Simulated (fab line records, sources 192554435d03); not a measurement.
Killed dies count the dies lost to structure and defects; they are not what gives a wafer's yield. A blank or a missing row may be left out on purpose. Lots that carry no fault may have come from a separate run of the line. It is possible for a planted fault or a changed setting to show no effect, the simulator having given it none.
A lot that was struck, set against a sound lot + flow n5Finfet + 16 steps out of a route of 1938
Sound: wafers L792.1, L792.3, L792.6. Struck: wafer L804.2 (L804.1, L804.3, from the same lot, were not struck and are left out); the cause is given at the end.
Order at every step that has rows: each side's tool, ch and its chambers, its first start. Under that, the readings that differ: sound wafers + struck wafers + difference of the means + sigmas: that difference in standard deviations of wafers without a fault.
alike: a reading whose means differ by less than 2 such deviations, as well as words and numbers matching on both sides. not compared: withheld readings; readings where some wafer has no value; bounds like >300 that might hide an equal value; numbers whose values overlap and for which the record gives no deviation.
Wherever a step has rows on one side only, a row that says differs or no value, or a row with sigmas, the two part there. Non-overlapping numbers with no deviation appear without sigmas and do not part them. Lack of a reading on every wafer of one side parts them only where that side has two or more wafers.

N5_BEOL_M1_CMP_52: polishes, stops on SiOC, t overpolish 6.8 s, target thk 40 nm.
  sound on cmp-03 ch 0,2, day 7 11:20; struck on cmp-03 ch 0, day 10 00:43
  alike: barrierFieldEndpointS, clearingPlatenRpm, headPressurePsi, motorCurrentA, overpolishRunS, slurryFlowMlMin, timeToEndpointS
N5_BEOL_M1_THK_MEAS_53: measures by xrf.
  sound on filmMetro-01, day 7 11:35; struck on filmMetro-01, day 10 01:01
  alike: M1_THK
N5_BEOL_M1_PRE_CLEAN_60: time 15 s.
  sound on cvdCo-01 ch 0,2, day 7 11:37; struck on cvdCo-01 ch 1, day 10 01:03
  alike: heaterPowerW
then, 2 steps without rows for these wafers: N5_BEOL_M1_CO_CAP_55 (material Co, precursor CCTBA/H2, target thk 2 nm, time 102.1 s); N5_BEOL_M1_PRE_CLEAN_56 (time 15 s).
N5_BEOL_M1_DEP_57: deposits SiCN from 3MS/NH3, target thk 8 nm, time 14 s.
  sound on pecvd-04 ch 0,1, day 7 11:47; struck on pecvd-04 ch 1, day 10 01:16
  alike: showerheadPlenumPTorr, throttleValvePct
N5_BEOL_M1_RS_MEAS_58: uses a four-point probe to measure.
  sound on filmMetro-02, day 7 11:51; struck on filmMetro-02, day 10 01:24
  alike: M1_RS
N5_BEOL_M1_INSPECT_59: inspects for defects (darkfield).
  sound on defectInspect-02, day 7 11:52; struck on defectInspect-02, day 10 01:25
  alike: rawDefectCount
then, 1 step without rows for these wafers: N5_BEOL_M2_ILD_DEP_00 (deposits SiOC from DEMS/O2, target thk 79 nm, time 15.3 s).
N5_BEOL_M2_THK_MEAS_01:
  sound on filmMetro-01, day 7 11:59; struck on filmMetro-02, day 10 01:32
  alike: M2_ILD_THK
N5_BEOL_M2_PECVD_72: deposits SiO2 from TEOS/O2, target thk 16 nm, time 18 s.
  sound on pecvd-03 ch 0,2, day 7 12:01; struck on pecvd-04 ch 1, day 10 01:34
  alike: heaterPowerW, showerheadPlenumPTorr, throttleValvePct
N5_BEOL_M2_HM_DEP_02: deposits TiN, target thk 20 nm.
  sound on pvdSputter-01, day 7 12:23; struck on pvdSputter-03, day 10 02:34
  alike: throttleValvePct
N5_BEOL_M2_COAT_61: time 60 s, resist thk 60 nm.
  sound on lithoTrack-05 ch 0, day 7 12:31; struck on lithoTrack-01 ch 0, day 10 02:42
| reading        | sound             | struck | difference | sigmas |
|----------------|-------------------|--------|------------|--------|
| runLengthS (s) | 66.15 66.40 66.28 | 69.72  | +3.44      | +14    |
  alike: exhaustPa, plateTempC
then, 1 step without rows for these wafers: N5_BEOL_M2_COAT_62 (time 60 s, resist thk 12 nm).
-- the record jumps here: 2 days lie between the struck wafers' starts before and after (it left off in module BEOL_M2 and takes up again in module BEOL_M4, whose first step shown is number 1111 of the route) --
N5_BEOL_M4_RC_MEAS_101:
  sound on prober-02 ch 0, day 9 10:29; struck on prober-01 ch 0, day 12 07:55
  alike: DIBL_N, DIBL_P, IOFF_N, IOFF_P, ION_N, ION_P, SS_N, SS_P, VT_N, VT_P
N5_PASSIVATION_PROBE_49:
  the record has rows for the sound wafers here (prober-02, day 13 23:44) and none for the struck ones

== WHERE THEY PART ==
Earliest at N5_BEOL_M2_COAT_61; latest, in this record, at N5_PASSIVATION_PROBE_49.

WHY: whatever the simulator had introduced
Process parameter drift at N5_BEOL_M2_COAT_61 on lithoTrack-01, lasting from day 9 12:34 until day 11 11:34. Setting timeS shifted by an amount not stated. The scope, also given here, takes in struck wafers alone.
